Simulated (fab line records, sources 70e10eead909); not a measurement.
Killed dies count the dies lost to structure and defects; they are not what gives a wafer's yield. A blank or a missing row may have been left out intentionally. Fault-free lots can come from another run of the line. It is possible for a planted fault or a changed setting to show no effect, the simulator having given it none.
fab line records	flow nandHarc
[record] lots = 12	wafers = 36	lastDay = 33
route steps=1302 shown A_CHANNEL_HOLE_D2@609 A_CHANNEL_FILL_D2@616 END@1302
lots with no fault: from the same line, run without faults
startH: start of the lot's first displayed wafer, in hours after the record's first day	waitH: hours from the lot's prior step to this one	" the same as in the row above	L1.1+2: a row that stands for several wafers	- no value present, or no start provided	* or withheld: withheld	< > ~ a bound
route shown NAME@n: names a module that has steps shown in the file, with the first one's number in the route	usual: average and standard deviation across the fault-free wafers	same: alike in all rows	chamber/n: place in a boat	sites: each site's reading	_std_site: how widely they spread, as a standard deviation	_edge_site: mean of outer sites minus mean of inner sites	radiusMm: for every site, how far away it sits from the centre of the wafer	mask NAME#n: copy n	behind: the tool/chamber that last shaped the wafer	hold: the reason the lot was held/the length of the hold in hours/how it ended	device: names the non-switching transistor (n, p or np)	end of line: tests run on the same wafers once the route is complete	a step given without rows: its recipe and nothing more	killed: dies lost to structure and defects at the first sort, not the wafer's yield	map: a wafer's dies, marking killed ones x, the rest . and places with no die _
set.NAME: setting as actually run; set.NAME@STEP: the setting as run at that earlier step	model.NAME: the simulator's own value behind a step, which no gauge read
one table for each step of the route and one row for each wafer, over a sample of lots
services: a tool's chamber out of use, with start hour (startH, from the record's first day; less than 0 if before it), hours out, and reason
[[steps]]
[step NHARC_A_CHANNEL_HOLE_D2_INSPECT_40]
[usual] rawDefectCount = 284/80
lot.wafer	tool	chamber	startH	waitH	rawDefectCount
L586.1	defectInspect-02	-	353.57	-	278
L586.5	"	-	"	"	339
L586.6	"	-	"	"	440
L587.2	defectInspect-01	-	365.95	-	209
L587.4	"	-	"	"	229
L587.5	"	-	"	"	279
L589.1	defectInspect-02	-	382.05	-	359
L589.4	"	-	"	"	416
L589.5	"	-	"	"	403
L590.2	defectInspect-02	-	395.01	-	246
L590.3	"	-	"	"	215
L590.5	"	-	"	"	397
L591.1	defectInspect-02	-	408.26	-	341
L591.3	"	-	"	"	553
L591.4	"	-	"	"	297
L594.2	defectInspect-02	-	437.84	-	364
L594.3	"	-	"	"	307
L594.6	"	-	"	"	374
L595.2	defectInspect-01	-	439.00	-	299
L595.3	"	-	"	"	293
L595.6	"	-	"	"	181
L593.1	defectInspect-02	-	442.00	-	296
L593.2	"	-	"	"	263
L593.4	"	-	"	"	370
L596.1	defectInspect-01	-	460.95	-	206
L596.3	"	-	"	"	238
L596.5	"	-	"	"	367
L602.3	defectInspect-02	-	511.76	-	278
L602.4	"	-	"	"	172
L602.5	"	-	"	"	376
L601.1	defectInspect-01	-	515.21	-	322
L601.3	"	-	"	"	270
L601.5	"	-	"	"	275
L603.1	defectInspect-01	-	542.49	-	232
L603.4	"	-	"	"	212
L603.5	"	-	"	"	195
[step NHARC_A_CHANNEL_FILL_D2_ALD_16]
[recipe] targetThkA = 15	pulseTimeS = 10	aldCycles = 15	tempC = 300	material = SiO2
[usual] heaterPowerW = 474/46	precursorPulseHeightRel = 1.001/0.019
lot.wafer	tool	chamber	startH	waitH	heaterPowerW	precursorPulseHeightRel
L586.1	aldHk-04	2	366.12	0.1	445	0.982
L586.5	"	1	"	"	544	1.037
L586.6	"	2	"	"	451	0.990
L587.2	aldHk-02	1	378.39	0.0	409	0.989
L587.4	"	3	"	"	491	1.025
L587.5	"	2	"	"	452	1.003
L589.1	aldHk-04	3	394.49	0.0	475	1.011
L589.4	"	2	"	"	462	0.994
L589.5	"	3	"	"	478	1.022
L590.2	aldHk-02	3	407.67	0.1	487	0.999
L590.3	"	0	"	"	448	1.003
L590.5	"	2	"	"	470	0.990
L591.1	aldHk-01	3	420.68	0.1	387	1.013
L591.4	"	0	"	"	546	0.991
L591.3	"	1	"	"	489	1.012
L594.3	aldHk-01	3	455.08	0.0	387	1.007
L594.2	"	2	"	"	522	1.004
L594.6	"	0	"	"	533	0.971
L593.2	aldHk-04	0	455.08	0.0	473	1.003
L593.4	"	1	"	"	541	1.012
L593.1	"	3	"	"	475	0.994
L595.3	aldHk-02	3	455.10	0.1	506	1.017
L595.2	"	1	"	"	425	0.997
L595.6	"	3	"	"	508	0.995
L596.1	aldHk-02	0	473.38	0.0	451	1.001
L596.3	"	2	"	"	479	0.987
L596.5	"	1	"	"	426	1.012
L602.4	aldHk-02	0	525.14	0.0	460	0.959
L602.3	"	3	"	"	512	0.975
L602.5	"	0	"	"	451	1.028
L601.1	aldHk-02	1	530.59	0.5	429	0.997
L601.3	"	0	"	"	448	1.013
L601.5	"	2	"	"	474	1.022
L603.4	aldHk-04	2	555.06	0.2	453	0.998
L603.1	"	3	"	"	462	1.009
L603.5	"	1	"	"	553	0.999
[step NHARC_A_CHANNEL_FILL_D2_ETCHBACK_20]
[recipe] targetDepthA = 270	timeS = 13.5	c4f8FlowSccm = withheld	o2FlowSccm = 8	arFlowSccm = withheld	rfW = 600	biasW = 1500	chemistry = C4F8/O2/Ar
[usual] oesProductAu = 0.989/0.024	rfVppV = 978/5.8
lot.wafer	tool	chamber	startH	waitH	oesProductAu	rfHoursCounterH	rfVppV
L586.1	rieDiel-13	3	377.65	-	0.995	1	978
L586.5	"	0	"	"	0.985	-	976
L586.6	"	1	"	"	0.993	-	975
L587.4	rieDiel-02	2	390.86	-	1.006	4	974
L587.2	"	1	"	"	1.009	4	985
L587.5	"	3	"	"	0.999	-	970
L589.1	rieDiel-02	3	406.08	-	0.990	0	971
L589.4	"	1	"	"	0.999	0	983
L589.5	"	0	"	"	0.999	-	982
L590.3	rieDiel-10	2	420.37	-	1.003	4	988
L590.2	"	0	"	"	1.009	4	976
L590.5	"	2	"	"	0.998	-	988
L591.3	rieDiel-13	1	435.26	-	0.999	14	976
L591.1	"	3	"	"	0.979	13	980
L591.4	"	0	"	"	0.978	16	976
L593.1	rieDiel-13	3	466.63	-	0.995	17	979
L593.2	"	0	"	"	0.998	20	976
L593.4	"	2	"	"	0.992	16	984
L594.3	rieDiel-10	1	466.63	-	1.005	1	987
L594.2	"	2	"	"	1.001	1	988
L594.6	"	0	"	"	0.992	-	977
L595.2	rieDiel-02	1	466.64	-	1.007	3	985
L595.3	"	2	"	"	1.003	2	975
L595.6	"	3	"	"	1.008	-	969
L596.1	rieDiel-02	3	485.56	-	1.001	3	971
L596.3	"	2	"	"	1.002	2	974
L596.5	"	0	"	"	0.999	-	980
L602.3	rieDiel-13	1	536.73	-	0.996	0	974
L602.4	"	3	"	"	1.000	0	976
L602.5	"	1	"	"	0.991	-	977
L601.3	rieDiel-10	0	545.23	-	1.013	3	977
L601.1	"	2	"	"	0.997	3	989
L601.5	"	1	"	"	1.014	-	987
L603.1	rieDiel-10	3	566.90	-	0.989	4	974
L603.4	"	2	"	"	0.978	4	988
L603.5	"	3	"	"	0.992	-	973
[step NHARC_A_CHANNEL_FILL_D2_ANNEAL_22]
[recipe] tempC = 620	timeS = 7200
[usual] spikeTcBottomC = 640.2/2.2	spikeTcCentreC = 620.3/1	spikeTcLowerC = 619.5/1.2	spikeTcTopC = 637.3/1.2	spikeTcUpperC = 619.6/1.5	tubeCenterTempC = 620/0.058	tube_center_temp_C_max = 621.61/0.26	zonePowerBottomPct = 15.23/0.26	zonePowerLowerPct = 9.2/0.69
lot.wafer	tool	chamber	startH	waitH	spikeTcBottomC	spikeTcCentreC	spikeTcLowerC	spikeTcTopC	spikeTcUpperC	tubeCenterTempC	tube_center_temp_C_max	zonePowerBottomPct	zonePowerLowerPct
L586.1	furnace-06	0	385.02	2.9	638.7	620.6	619.0	637.1	620.5	619.96	621.50	15.07	9.6
L586.5	"	0	"	"	638.2	621.2	617.9	635.9	621.6	620.02	621.30	15.09	9.5
L586.6	"	0	"	"	638.7	620.0	619.7	636.7	620.2	619.9	621.25	15.26	9.6
L587.2	furnace-02	0	398.81	3.5	641.7	620.1	620.5	639.5	618.7	620	621.52	14.82	9.7
L587.4	"	0	"	"	643.1	620.5	622.0	637.9	617.1	619.96	622.10	15.21	9.5
L587.5	"	0	"	"	643.4	619.4	621.2	636.9	617.2	620.01	621.16	15.04	9.6
L589.1	furnace-01	0	413.92	3.4	641.2	618.9	620.0	636.9	619.1	620	621.50	15.54	7.9
L589.4	"	0	"	"	640.9	621.2	620.3	637.4	620.6	620.08	621.91	15.29	8.1
L589.5	"	0	"	"	642.0	621.1	621.2	637.4	618.8	619.87	621.86	15.36	8.0
L590.2	furnace-06	0	431.46	6.6	638.9	617.8	620.0	635.6	620.6	619.98	621.94	15.34	9.6
L590.3	"	0	"	"	637.7	619.2	620.4	636.5	620.8	620	621.81	15.59	9.6
L590.5	"	0	"	"	637.9	620.9	617.3	637.3	620.0	620.02	621.65	15.52	9.5
L591.1	furnace-02	0	444.21	3.5	644.0	620.4	621.4	638.6	616.7	620.08	621.34	14.78	9.6
L591.3	"	0	"	"	641.7	621.8	619.4	638.3	616.6	619.93	621.23	14.81	9.8
L591.4	"	0	"	"	642.8	620.4	623.8	638.8	618.9	619.98	621.53	14.76	9.6
L593.1	furnace-06	0	474.45	3.2	665.5	648.6	645.9	663.2	650.2	647.53	649.27	16.56	10.3
L593.2	"	0	"	"	665.0	647.1	647.6	663.6	648.9	647.56	649.23	16.89	10.4
L593.4	"	0	"	"	665.6	648.2	644.2	663.0	648.3	647.56	649.09	16.68	10.3
L594.2	furnace-06	0	474.45	3.2	665.0	648.3	648.6	663.4	648.4	647.55	649.30	16.77	10.3
L594.3	"	0	"	"	666.1	647.6	645.1	665.4	648.3	647.55	649.31	16.54	10.4
L594.6	"	0	"	"	667.3	647.2	644.4	664.2	649.2	647.6	648.96	16.31	10.4
L595.2	furnace-06	0	474.45	3.2	665.4	647.8	645.6	663.9	649.1	647.49	648.77	16.51	10.5
L595.3	"	0	"	"	663.1	648.1	646.7	663.9	647.2	647.54	649.15	16.60	10.3
L595.6	"	0	"	"	664.6	647.3	646.4	665.4	647.7	647.56	648.81	16.24	10.4
L596.1	furnace-01	0	493.43	3.4	641.4	620.7	619.5	635.6	621.9	619.92	621.81	15.65	8.0
L596.3	"	0	"	"	640.5	618.2	621.5	636.4	620.5	619.99	621.64	15.65	8.1
L596.5	"	0	"	"	641.4	621.0	620.1	636.4	617.5	620.05	622.04	15.77	8.1
L602.3	furnace-06	0	546.01	2.9	636.9	618.9	618.3	638.1	619.8	619.98	621.19	15.23	9.8
L602.4	"	0	"	"	639.1	620.7	620.5	636.3	620.4	620.03	621.86	15.43	9.4
L602.5	"	0	"	"	638.8	620.2	620.1	636.8	619.0	619.92	621.67	15.32	9.5
L601.1	furnace-02	0	553.02	3.5	641.2	621.2	620.1	640.4	617.5	620.07	621.63	14.79	9.6
L601.3	"	0	"	"	642.9	618.7	620.9	636.4	617.5	620.08	621.84	14.93	9.7
L601.5	"	0	"	"	642.2	620.4	618.1	638.7	617.7	619.99	621.96	15.05	9.6
L603.1	furnace-06	0	574.69	3.3	637.1	621.8	619.1	637.3	621.9	619.91	621.38	15.02	9.5
L603.4	"	0	"	"	637.1	621.8	619.5	636.1	620.3	619.96	621.11	15.50	9.4
L603.5	"	0	"	"	638.3	619.9	617.9	636.6	621.9	619.98	621.23	15.37	9.7
[step NHARC_END_SORT_01]
[recipe] tempC = 25
[usual] killedAtArray = 54/20	killedAtOther = 0.9/1.1	killedAtPeriphery = 3.8/2.4	killedDies = 58/20	killedOpen = 3.5/1.9	killedShort = 2.5/1.6
[same] grossDies = 677
lot.wafer	tool	chamber	startH	waitH	killedAtArray	killedAtOther	killedAtPeriphery	killedDies	killedOpen	killedShort
L586.1	prober-02	0	617.18	2.5	64	0	4	68	5	5
L586.5	prober-02	0	620.43	3.8	67	1	2	70	3	3
L586.6	prober-02	0	621.24	4.1	64	1	4	69	1	3
L587.2	prober-01	0	633.53	2.8	35	0	7	42	6	2
L587.4	prober-01	0	635.15	3.4	34	1	3	38	3	2
L587.5	prober-01	0	635.96	3.7	43	1	4	48	1	2
L589.1	prober-01	0	645.33	2.5	64	2	6	72	2	1
L589.4	prober-01	0	647.71	3.4	60	1	3	64	2	4
L589.5	prober-01	0	648.51	3.7	46	2	3	51	5	1
L591.1	prober-02	0	663.97	2.5	59	1	1	61	4	3
L591.3	prober-02	0	665.57	3.1	68	0	4	72	2	1
L591.4	prober-02	0	666.37	3.4	49	1	2	52	3	2
L590.2	prober-01	0	671.00	2.8	51	0	1	52	0	1
L590.3	prober-01	0	671.80	3.1	38	0	4	42	5	1
L590.5	prober-01	0	673.40	3.7	31	0	6	37	8	3
L593.1	prober-02	0	698.05	2.5	72	1	11	84	4	1
L593.2	prober-02	0	698.84	2.8	49	1	7	57	6	5
L593.4	prober-02	0	700.44	3.4	67	0	3	70	5	1
L596.1	prober-02	0	712.12	2.5	59	0	6	65	7	2
L596.3	prober-02	0	713.71	3.1	25	0	5	30	5	0
L596.5	prober-02	0	715.31	3.7	43	0	2	45	4	4
// killed by level:class
L586.1 A_SLIT:chamberFilmFlake=26 A_CHANNEL_HOLE_D2:chamberFilmFlake=22 A_CONTACT:chamberFilmFlake=4 A_ONON_D1:geometricParticle:open=2 A_M0:geometricParticle:short=2 P_M0:chamberFilmFlake=2 P_M0:geometricParticle:open=1 P_M1:geometricParticle:short=1
L586.5 A_SLIT:chamberFilmFlake=26 A_CHANNEL_HOLE_D2:chamberFilmFlake=26 A_CONTACT:chamberFilmFlake=4 A_CHANNEL_HOLE_D1:chamberFilmFlake=2 A_DECK1_JOINT:chamberFilmFlake=2 P_CONTACT:geometricParticle:open=1 A_ONON_D1:geometricParticle:open=1 A_CHANNEL_HOLE_D1:geometricParticle:short=1
L586.6 A_CHANNEL_HOLE_D2:chamberFilmFlake=41 A_SLIT:chamberFilmFlake=12 A_CONTACT:chamberFilmFlake=3 P_GATE:chamberFilmFlake=2 A_DECK1_JOINT:chamberFilmFlake=2 P_CONTACT:geometricParticle:short=1 A_ONON_D1:geometricParticle:short=1 A_WL_FILL:geometricParticle:short=1
L587.2 A_SLIT:chamberFilmFlake=7 A_CHANNEL_HOLE_D2:chamberFilmFlake=6 A_CONTACT:chamberFilmFlake=5 A_CHANNEL_HOLE_D1:chamberFilmFlake=4 A_SGD_CUT:chamberFilmFlake=4 P_STI:chamberFilmFlake=3 P_GATE:geometricParticle:open=1 P_CONTACT:geometricParticle:open=1
L587.4 A_SLIT:chamberFilmFlake=9 A_CHANNEL_HOLE_D2:chamberFilmFlake=9 A_CHANNEL_HOLE_D1:chamberFilmFlake=4 P_STI:chamberFilmFlake=3 A_SGD_CUT:chamberFilmFlake=3 A_CONTACT:chamberFilmFlake=2 A_ONON_D1:geometricParticle:short=1 A_DECK1_JOINT:geometricParticle:open=1
L587.5 A_SLIT:chamberFilmFlake=14 A_CHANNEL_HOLE_D2:chamberFilmFlake=13 A_CONTACT:chamberFilmFlake=5 A_SGD_CUT:chamberFilmFlake=3 P_BONDPAD:chamberFilmFlake=2 A_ZERO_WELL:chamberFilmFlake=2 P_GATE:geometricParticle:short=1 A_CHANNEL_FILL_D1:geometricParticle:open=1
L589.1 A_CHANNEL_HOLE_D1:chamberFilmFlake=41 A_CHANNEL_HOLE_D2:chamberFilmFlake=17 P_M1:chamberFilmFlake=4 P_CONTACT:geometricParticle:open=2 A_DECK1_JOINT:chamberFilmFlake=2 HYBRID_BOND:chamberFilmFlake=2 A_WL_FILL:geometricParticle:short=1 A_CHANNEL_FILL_D2:chamberFilmFlake=1
L589.4 A_CHANNEL_HOLE_D1:chamberFilmFlake=34 A_CHANNEL_HOLE_D2:chamberFilmFlake=11 A_SLIT:chamberFilmFlake=4 A_WL_FILL:chamberFilmFlake=3 A_CHANNEL_FILL_D2:geometricParticle:short=2 P_CONTACT:geometricParticle:open=1 P_M0:geometricParticle:short=1 A_CHANNEL_HOLE_D2:geometricParticle:short=1
L589.5 A_CHANNEL_HOLE_D1:chamberFilmFlake=21 A_CHANNEL_HOLE_D2:chamberFilmFlake=15 A_WL_FILL:chamberFilmFlake=2 A_ONON_D1:geometricParticle:open=1 A_CHANNEL_HOLE_D1:geometricParticle:open=1 A_CHANNEL_FILL_D1:geometricParticle:open=1 A_ONON_D2:geometricParticle:short=1 A_CONTACT:geometricParticle:open=1
L591.1 A_CHANNEL_HOLE_D1:chamberFilmFlake=36 A_CHANNEL_HOLE_D2:chamberFilmFlake=5 A_BLC:geometricParticle:open=3 A_STAIRCASE:chamberFilmFlake=3 A_BLC:chamberFilmFlake=3 A_ONON_D1:geometricParticle:short=2 A_CHANNEL_FILL_D2:chamberFilmFlake=2 A_ONON_D2:geometricParticle:short=1
L591.3 A_CHANNEL_HOLE_D1:chamberFilmFlake=34 A_CHANNEL_HOLE_D2:chamberFilmFlake=19 A_CONTACT:chamberFilmFlake=7 P_ZERO_WELL:chamberFilmFlake=2 A_STAIRCASE:chamberFilmFlake=2 A_CHANNEL_FILL_D1:geometricParticle:short=1 A_CONTACT:geometricParticle:open=1 A_BLC:geometricParticle:open=1
L591.4 A_CHANNEL_HOLE_D1:chamberFilmFlake=24 A_CHANNEL_HOLE_D2:chamberFilmFlake=10 A_SLIT:chamberFilmFlake=4 A_BLC:chamberFilmFlake=3 A_CONTACT:chamberFilmFlake=2 P_GATE:geometricParticle:open=1 P_M0:geometricParticle:short=1 A_ONON_D1:geometricParticle:short=1
L590.2 A_SLIT:chamberFilmFlake=28 A_CONTACT:chamberFilmFlake=7 A_CHANNEL_HOLE_D2:chamberFilmFlake=5 A_STAIRCASE:chamberFilmFlake=3 A_CHANNEL_HOLE_D1:chamberFilmFlake=2 A_BLC:chamberFilmFlake=2 A_CHANNEL_FILL_D2:geometricParticle:short=1 P_STI:chamberFilmFlake=1
L590.3 A_SLIT:chamberFilmFlake=13 A_CHANNEL_HOLE_D2:chamberFilmFlake=10 A_CHANNEL_HOLE_D1:chamberFilmFlake=4 A_CONTACT:chamberFilmFlake=4 P_M0:geometricParticle:open=3 A_CHANNEL_FILL_D1:chamberFilmFlake=2 A_BLC:chamberFilmFlake=2 P_CONTACT:geometricParticle:open=1
L590.5 A_SLIT:chamberFilmFlake=8 A_CHANNEL_HOLE_D2:chamberFilmFlake=4 A_CONTACT:chamberFilmFlake=4 A_DECK1_JOINT:chamberFilmFlake=3 P_M0:geometricParticle:open=2 A_STAIRCASE:chamberFilmFlake=2 P_M0:geometricParticle:short=1 P_M2:geometricParticle:short=1
L593.1 A_CHANNEL_HOLE_D1:chamberFilmFlake=38 A_CHANNEL_HOLE_D2:chamberFilmFlake=24 P_ZERO_WELL:chamberFilmFlake=5 A_CONTACT:chamberFilmFlake=3 P_CONTACT:geometricParticle:open=2 A_M0:geometricParticle:open=2 P_CONTACT:chamberFilmFlake=2 A_STAIRCASE:chamberFilmFlake=2
L593.2 A_CHANNEL_HOLE_D1:chamberFilmFlake=24 A_CHANNEL_HOLE_D2:chamberFilmFlake=9 A_STAIRCASE:chamberFilmFlake=3 A_SLIT:chamberFilmFlake=3 A_CHANNEL_FILL_D1:geometricParticle:open=2 A_CONTACT:chamberFilmFlake=2 P_CONTACT:geometricParticle:open=1 P_M0:geometricParticle:open=1
L593.4 A_CHANNEL_HOLE_D2:chamberFilmFlake=22 A_CHANNEL_HOLE_D1:chamberFilmFlake=20 A_STAIRCASE:chamberFilmFlake=9 A_CONTACT:chamberFilmFlake=5 A_SLIT:chamberFilmFlake=3 P_ZERO_WELL:chamberFilmFlake=2 A_WL_FILL:chamberFilmFlake=2 P_CONTACT:geometricParticle:open=1
L596.1 A_SLIT:chamberFilmFlake=32 A_CONTACT:chamberFilmFlake=8 A_CHANNEL_HOLE_D1:chamberFilmFlake=6 A_STAIRCASE:chamberFilmFlake=3 P_M0:geometricParticle:open=2 A_CHANNEL_FILL_D1:geometricParticle:open=2 P_M2:chamberFilmFlake=2 A_ZERO_WELL:chamberFilmFlake=2
L596.3 A_SLIT:chamberFilmFlake=9 A_STAIRCASE:chamberFilmFlake=4 A_CONTACT:chamberFilmFlake=4 A_CHANNEL_HOLE_D1:chamberFilmFlake=3 P_CONTACT:chamberFilmFlake=2 P_CONTACT:geometricParticle:open=1 P_M1:geometricParticle:open=1 A_ONON_D2:geometricParticle:open=1
L596.5 A_CHANNEL_HOLE_D1:chamberFilmFlake=11 A_SLIT:chamberFilmFlake=11 A_STAIRCASE:chamberFilmFlake=5 A_CONTACT:chamberFilmFlake=5 P_M2:chamberFilmFlake=2 A_SOURCE_PLATE:geometricParticle:open=1 A_SOURCE_PLATE:geometricParticle:short=1 A_ONON_D1:geometricParticle:open=1
[[services]]
tool	chamber	startH	hours	kind
rieDiel-13	-	349.31	9.0	pm
rieDiel-10	3	350.36	4.9	repair
aldHk-02	2	359.19	10.0	ventCycle
aldHk-02	3	359.19	10.0	ventCycle
rieDiel-02	0	361.51	8.9	repair
aldHk-02	0	369.19	-	clean
aldHk-02	1	369.19	-	clean
aldHk-02	2	369.19	-	clean
rieDiel-02	-	393.70	9.0	pm
aldHk-01	-	394.51	1.7	repair
rieDiel-10	1	405.96	14.8	repair
rieDiel-13	1	411.56	3.7	repair
furnace-06	-	419.84	8.5	repair
rieDiel-10	-	421.02	9.0	pm
rieDiel-02	2	460.26	5.7	repair
aldHk-01	-	474.00	10.0	pm
rieDiel-02	1	481.16	4.5	repair
rieDiel-02	1	486.66	5.5	repair
rieDiel-13	-	526.35	9.0	pm
aldHk-02	-	541.81	0.9	repair
rieDiel-13	3	562.61	3.0	repair
furnace-02	-	567.53	26.0	pm
rieDiel-13	2	569.99	3.3	repair
rieDiel-02	-	570.70	9.0	pm
[[key]]
[firstSign] step = NHARC_A_CHANNEL_FILL_D2_ANNEAL_22	reading = tubeCenterTempC	direction = up	sigmas = 99+	usual = *	struck = *
[effect] step = NHARC_A_CHANNEL_FILL_D2_ANNEAL_22	reading = tube_center_temp_C_max	direction = up	sigmas = 99+	usual = *	struck = *
metAt NHARC_A_CHANNEL_FILL_D2_ANNEAL_22
struckLots L593,L594,L595
testerLeftOut L593,L594,L595
notActingAt NHARC_A_CHANNEL_HOLE_D2_INSPECT_40,NHARC_A_CHANNEL_FILL_D2_ALD_16,NHARC_A_CHANNEL_FILL_D2_ETCHBACK_20
onsetBetween 431.46 474.45
[fault] kind = processParameterDrift	tool = furnace-06	chamber = -	onsetH = 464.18	steps = NHARC_A_CHANNEL_FILL_D2_ANNEAL_22	channel = tempC	offset = *	shape = step	endH = 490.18	actsIn = *	stated = *
// testerLeftOut: of these lots the tester's yield and bins aren't shown, on N5 and GAA mostly nor the transistor test; their killed dies are dies lost to structure and defects alone, not to doping, threshold or leakage, so they don't give the yield
